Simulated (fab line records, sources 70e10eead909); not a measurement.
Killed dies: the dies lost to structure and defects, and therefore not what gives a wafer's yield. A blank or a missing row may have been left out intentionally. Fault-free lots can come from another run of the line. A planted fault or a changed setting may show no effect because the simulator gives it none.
Matching of chambers | flow nandHarc | NHARC_P_M0_PRE_CLEAN_31 on pecvd-02: 3 sister chambers
The step time 12 s. 3 wafers are shown with their chamber, then 9 later ones without.

## EACH WAFER AND ITS CHAMBER
wafer  | chamber | heaterPowerW (W)
L086.5 | 0       | 735
L091.1 | 2       | 498
L091.4 | 1       | 763

## WAFERS WHOSE CHAMBER IS MISSING
wafer  | heaterPowerW (W)
L092.1 | 540
L092.5 | 738
L092.6 | 527
L096.3 | 768
L096.4 | 504
L096.5 | 770
L097.1 | 476
L097.4 | 779
L097.5 | 489

## WHICH CHAMBER EACH WENT THROUGH
wafer  | from the rows above     | in truth
L092.1 | 2                       | 2
L092.5 | can't be placed: 0 or 1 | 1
L092.6 | 2                       | 2
L096.3 | can't be placed: 1 or 0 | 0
L096.4 | 2                       | 2
L096.5 | can't be placed: 1 or 0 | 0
L097.1 | 2                       | 2
L097.4 | can't be placed: 1 or 0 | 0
L097.5 | 2                       | 2
Placed correctly: 5 of 9. Can't be placed from these rows: 4 (the true chamber is among the candidates in 4). Number placed wrongly: 0.
How it was worked out, from the rows above alone: a wafer's distance from a chamber is the root of the sum, over the readings, of the square of ((its reading less the chamber's mean) divided by the reading's scatter). The wafer belongs to the nearest chamber; if the next one is less than 2 further off, it can't be placed. Each chamber's mean is taken over the wafers shown for it. The scatter: root of mean squared gap, hidden wafer to nearest shown wafer, with one shown wafer a chamber.
